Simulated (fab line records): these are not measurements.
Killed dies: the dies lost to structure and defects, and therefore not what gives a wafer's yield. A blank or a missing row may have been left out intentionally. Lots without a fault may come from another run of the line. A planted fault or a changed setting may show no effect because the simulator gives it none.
fab line records	flow nand-harc	part 2 of 2: steps 14 to 19 of 19
record lots=5	wafers=15	last-day=25
route steps=1159 shown A_STAIRCASE@577
lots with no fault: from the same line, run without faults
start-h: hours from the record's first day to the start of the lot's first wafer shown	wait-h: hours since the lot's step before	" unchanged from the row above	L1.1+2: several wafers, shown together as one row	- value missing, or start not given	* or withheld: withheld	< > ~ a bound
route shown NAME@n: names a module that has steps shown in the file, with the first one's number in the route	usual: average and standard deviation across the fault-free wafers	same: alike in all rows	chamber/n: place in a boat	sites: per-site readings	_std_site: their standard deviation	_edge_site: mean of outer sites minus mean of inner sites	radius-mm: for every site, how far away it sits from the centre of the wafer	mask NAME#n: copy n	behind: tool/chamber where the wafer was last shaped	hold: reason for holding the lot/hours on hold/outcome of the hold	device: the n, p or np transistor that did not switch	end of line: at the end of the route, the tests of the same wafers	a step given without rows: its recipe and nothing more	killed: the dies lost at the first sort to structure and to defects; this is not the yield of the wafer	map: a wafer's dies, x killed, . not, _ none there
set.NAME: the run value of the setting; set.NAME@STEP: its run value at that earlier step	model.NAME: the simulator's own value behind a step, which no gauge read
certain route steps with their lots: each step a table, each wafer a row
services: a tool's chamber out of use, with start hour (start-h, from the record's first day; less than 0 if before it), hours out, and reason
## steps
# step NHARC_A_STAIRCASE_TRIM_198
# recipe time-s=211.2	o2-flow-sccm=500	ar-flow-sccm=0	bias-w=0	chemistry=O2
# usual chamber-pressure-mTorr=60.00/0.054	drypump-motor-current-A=5.9/0.4	oes-product-au=1.001/0.012	rf-vpp-V=57.7/0.82	showerhead-plenum-p-Torr=3.50/0.15	throttle-valve-pct=17.036/0.0094
# same bias-w=0
lot.wafer	tool	chamber	start-h	wait-h	chamber-pressure-mTorr	drypump-motor-current-A	oes-product-au	rf-hours-counter-h	rf-vpp-V	showerhead-plenum-p-Torr	throttle-valve-pct
L084.1	rie-diel-04	1	-	-	60.04	6.5	1.021	1	57.7	3.54	17.056
L084.6	"	1	"	"	60.03	6.5	1.019	-	57.2	3.54	17.035
L084.5	"	2	"	"	59.95	6.3	0.992	-	59.3	3.81	17.061
L086.2	rie-diel-13	2	-	-	60.04	5.8	1.006	12	56.7	3.45	17.030
L086.1	"	0	"	"	60.09	5.3	1.001	10	57.2	3.35	17.028
L086.6	"	3	"	"	59.92	5.4	0.984	-	58.8	3.77	17.033
L090.1	rie-diel-13	1	-	-	60.03	6.3	0.991	21	57.8	3.48	17.040
L090.2	"	3	"	"	60.00	5.4	0.989	19	58.3	3.76	17.034
L090.6	"	0	"	"	59.86	5.3	0.990	-	58.5	3.34	17.041
L092.2	rie-diel-04	2	-	-	60.11	6.3	1.001	13	58.8	3.80	17.043
L092.3	"	3	"	"	59.99	6.1	1.012	19	57.8	3.36	17.016
L092.4	"	1	"	"	59.98	6.6	1.028	17	57.6	3.53	17.028
L097.1	rie-diel-04	2	-	-	60.01	6.3	0.996	31	58.3	3.79	17.028
L097.6	"	2	"	"	60.01	6.3	0.992	-	57.7	3.79	17.035
L097.5	"	0	"	"	60.07	5.8	0.985	-	55.9	3.30	17.034
# step NHARC_A_STAIRCASE_ETCH_199
# recipe target-depth-a=1000	time-s=40.5	ion-energy-ev=400	c4f8-flow-sccm=20	o2-flow-sccm=10	ar-flow-sccm=withheld	rf-w=600	bias-w=1000	chemistry=C4F8/O2
# usual bias-w=1000/3.1	chamber-pressure-mTorr=25.001/0.022	oes-product-au=0.947/0.014	rf-vpp-V=895/5.3
lot.wafer	tool	chamber	start-h	wait-h	bias-w	chamber-pressure-mTorr	oes-product-au	rf-hours-counter-h	rf-vpp-V
L084.1	rie-diel-04	2	-	-	997	25.019	0.944	1	906
L084.5	"	0	"	"	1004	25.026	0.943	-	889
L084.6	"	1	"	"	994	24.974	0.961	-	897
L086.1	rie-diel-13	0	-	-	998	25.008	0.947	10	890
L086.2	"	1	"	"	1003	24.984	0.956	13	894
L086.6	"	2	"	"	1001	25.014	0.947	-	893
L090.1	rie-diel-13	3	-	-	1006	25.030	0.917	19	905
L090.2	"	2	"	"	1000	24.969	0.941	21	892
L090.6	"	0	"	"	1002	24.999	0.932	-	890
L092.4	rie-diel-04	0	-	-	1001	25.061	0.947	19	887
L092.3	"	1	"	"	1000	24.982	0.954	17	895
L092.2	"	3	"	"	999	25.012	0.948	19	890
L097.1	rie-diel-04	1	-	-	995	24.984	0.950	35	895
L097.5	"	1	"	"	996	25.021	0.959	-	896
L097.6	"	0	"	"	998	25.010	0.924	-	886
# step NHARC_A_STAIRCASE_TRIM_200
# recipe time-s=211.2	o2-flow-sccm=500	ar-flow-sccm=0	bias-w=0	chemistry=O2
# usual chamber-pressure-mTorr=60.00/0.051	drypump-motor-current-A=5.9/0.41	oes-product-au=1.001/0.01	rf-vpp-V=57.7/0.79	showerhead-plenum-p-Torr=3.49/0.14	throttle-valve-pct=17.036/0.0088
# same bias-w=0
lot.wafer	tool	chamber	start-h	wait-h	chamber-pressure-mTorr	drypump-motor-current-A	oes-product-au	rf-hours-counter-h	rf-vpp-V	showerhead-plenum-p-Torr	throttle-valve-pct
L084.1	rie-diel-04	2	-	-	59.99	6.3	0.989	1	56.4	3.81	17.030
L084.6	"	3	"	"	59.99	6.2	0.995	-	56.4	3.37	17.032
L084.5	"	0	"	"	60.06	5.8	1.004	-	56.3	3.32	17.036
L086.1	rie-diel-13	0	-	-	60.03	5.3	0.994	10	58.5	3.35	17.052
L086.2	"	1	"	"	59.95	6.3	1.006	13	58.3	3.48	17.041
L086.6	"	1	"	"	59.89	6.3	1.015	-	57.2	3.48	17.044
L090.1	rie-diel-13	0	-	-	59.92	5.3	0.997	19	58.8	3.34	17.022
L090.2	"	3	"	"	60.00	5.4	0.999	19	57.8	3.76	17.041
L090.6	"	0	"	"	60.04	5.3	0.992	-	56.4	3.34	17.035
L092.2	rie-diel-04	3	-	-	59.89	6.2	1.002	19	55.6	3.36	17.043
L092.3	"	0	"	"	60.03	5.8	0.995	19	57.4	3.31	17.049
L092.4	"	2	"	"	60.05	6.3	0.995	13	58.5	3.80	17.038
L097.1	rie-diel-04	1	-	-	60.05	6.6	1.015	35	58.3	3.52	17.025
L097.6	"	2	"	"	60.01	6.3	1.000	-	58.2	3.79	17.021
L097.5	"	0	"	"	60.06	5.8	0.991	-	58.4	3.30	17.032
# step NHARC_A_STAIRCASE_ETCH_201
# recipe target-depth-a=1000	time-s=40.5	ion-energy-ev=400	c4f8-flow-sccm=20	o2-flow-sccm=10	ar-flow-sccm=withheld	rf-w=600	bias-w=1000	chemistry=C4F8/O2
# usual bias-w=1000/3.1	chamber-pressure-mTorr=24.997/0.022	oes-product-au=0.946/0.012	rf-vpp-V=895/5.5
lot.wafer	tool	chamber	start-h	wait-h	bias-w	chamber-pressure-mTorr	oes-product-au	rf-hours-counter-h	rf-vpp-V
L084.1	rie-diel-04	0	-	-	1001	25.029	0.949	1	889
L084.5	"	1	"	"	1000	24.994	0.960	-	897
L084.6	"	2	"	"	996	24.947	0.932	-	906
L086.1	rie-diel-13	0	-	-	998	25.017	0.942	11	889
L086.2	"	1	"	"	1000	24.984	0.937	13	894
L086.6	"	3	"	"	1005	25.003	0.941	-	904
L090.1	rie-diel-13	3	-	-	994	24.996	0.945	19	904
L090.2	"	0	"	"	999	25.013	0.940	19	889
L090.6	"	3	"	"	996	24.988	0.947	-	904
L092.4	rie-diel-04	3	-	-	1001	25.012	0.948	19	888
L092.3	"	0	"	"	993	25.037	0.937	19	888
L092.2	"	1	"	"	1001	24.988	0.969	17	895
L097.1	rie-diel-04	2	-	-	994	24.979	0.933	31	905
L097.5	"	0	"	"	997	24.978	0.917	-	888
L097.6	"	1	"	"	1000	24.998	0.953	-	896
# step NHARC_A_STAIRCASE_TRIM_202
# recipe time-s=211.2	o2-flow-sccm=500	ar-flow-sccm=0	bias-w=0	chemistry=O2
# usual chamber-pressure-mTorr=60.00/0.057	drypump-motor-current-A=5.9/0.41	oes-product-au=1.002/0.013	rf-vpp-V=57.6/0.88	showerhead-plenum-p-Torr=3.50/0.14	throttle-valve-pct=17.037/0.0084
# same bias-w=0
lot.wafer	tool	chamber	start-h	wait-h	chamber-pressure-mTorr	drypump-motor-current-A	oes-product-au	rf-hours-counter-h	rf-vpp-V	showerhead-plenum-p-Torr	throttle-valve-pct
L084.1	rie-diel-04	1	-	-	59.88	6.6	1.031	1	57.1	3.54	17.040
L084.6	"	1	"	"	60.00	6.5	1.023	-	58.6	3.54	17.036
L084.5	"	2	"	"	59.97	6.3	0.993	-	57.0	3.81	17.037
L086.1	rie-diel-13	2	-	-	60.06	5.8	1.007	13	58.1	3.45	17.034
L086.2	"	0	"	"	59.97	5.3	1.011	11	56.6	3.35	17.035
L086.6	"	1	"	"	60.00	6.3	1.018	-	56.5	3.48	17.033
L090.2	rie-diel-13	2	-	-	60.00	5.8	1.010	21	58.8	3.45	17.039
L090.1	"	3	"	"	60.00	5.4	1.003	19	56.9	3.76	17.026
L090.6	"	0	"	"	59.98	5.3	1.006	-	56.2	3.34	17.052
L092.3	rie-diel-04	0	-	-	59.99	5.8	0.990	19	56.2	3.31	17.039
L092.4	"	1	"	"	60.02	6.5	1.027	17	57.5	3.53	17.045
L092.2	"	3	"	"	59.93	6.2	1.019	19	58.1	3.36	17.022
L097.1	rie-diel-04	2	-	-	60.06	6.3	0.997	32	57.3	3.79	17.031
L097.6	"	1	"	"	60.09	6.5	1.041	-	57.6	3.52	17.044
L097.5	"	2	"	"	60.00	6.3	1.005	-	59.0	3.79	17.041
# step NHARC_A_STAIRCASE_ETCH_203
# recipe target-depth-a=1000	time-s=40.5	ion-energy-ev=400	c4f8-flow-sccm=20	o2-flow-sccm=10	ar-flow-sccm=withheld	rf-w=600	bias-w=1000	chemistry=C4F8/O2
# usual bias-w=1000.2/2.7	chamber-pressure-mTorr=25.003/0.024	oes-product-au=0.947/0.015	rf-vpp-V=895/5.6
lot.wafer	tool	chamber	start-h	wait-h	bias-w	chamber-pressure-mTorr	oes-product-au	rf-hours-counter-h	rf-vpp-V
L084.1	rie-diel-04	3	-	-	1002.1	24.997	0.931	1	889
L084.5	"	0	"	"	1001.2	24.957	0.927	-	889
L084.6	"	1	"	"	1004.2	25.009	0.955	-	897
L086.2	rie-diel-13	1	-	-	996.1	24.994	0.943	13	894
L086.1	"	2	"	"	999.8	24.978	0.940	13	891
L086.6	"	0	"	"	1001.6	24.993	0.960	-	891
L090.2	rie-diel-13	1	-	-	1002.9	25.015	0.941	21	894
L090.1	"	2	"	"	999.0	24.958	0.954	21	892
L090.6	"	0	"	"	1002.8	24.993	0.924	-	890
L092.4	rie-diel-04	2	-	-	999.3	25.008	0.945	13	906
L092.3	"	3	"	"	999.3	24.982	0.960	19	890
L092.2	"	0	"	"	999.3	24.991	0.943	19	887
L097.1	rie-diel-04	2	-	-	1004.3	25.024	0.939	32	905
L097.6	"	2	"	"	1001.4	24.989	0.938	-	907
L097.5	"	1	"	"	1004.2	25.003	0.961	-	896
## services
tool	chamber	start-h	hours	kind
rie-diel-13	-	276.00	9.0	pm
rie-diel-04	-	290.00	9.0	pm
rie-diel-04	0	290.00	9.0	vent-cycle
rie-diel-04	1	290.00	9.0	vent-cycle
rie-diel-04	2	290.00	9.0	vent-cycle
rie-diel-04	3	290.00	9.0	vent-cycle
rie-diel-04	0	299.00	-	clean
rie-diel-04	1	299.00	-	clean
rie-diel-04	2	299.00	-	clean
rie-diel-04	2	299.00	-	consumable-replace:showerhead
rie-diel-04	3	299.00	-	clean
rie-diel-04	0	323.51	-	clean
rie-diel-04	1	323.51	-	clean
rie-diel-04	2	323.51	-	clean
rie-diel-04	3	323.51	-	clean
rie-diel-02	-	327.98	9.0	pm
rie-diel-04	2	328.79	7.2	repair
litho-track-02	-	340.00	7.0	pm
rie-diel-04	0	348.01	-	clean
rie-diel-04	1	348.01	-	clean
rie-diel-04	2	348.01	-	clean
rie-diel-04	3	348.01	-	clean
litho-track-07	-	364.00	7.0	pm
rie-diel-04	3	365.31	26.3	repair
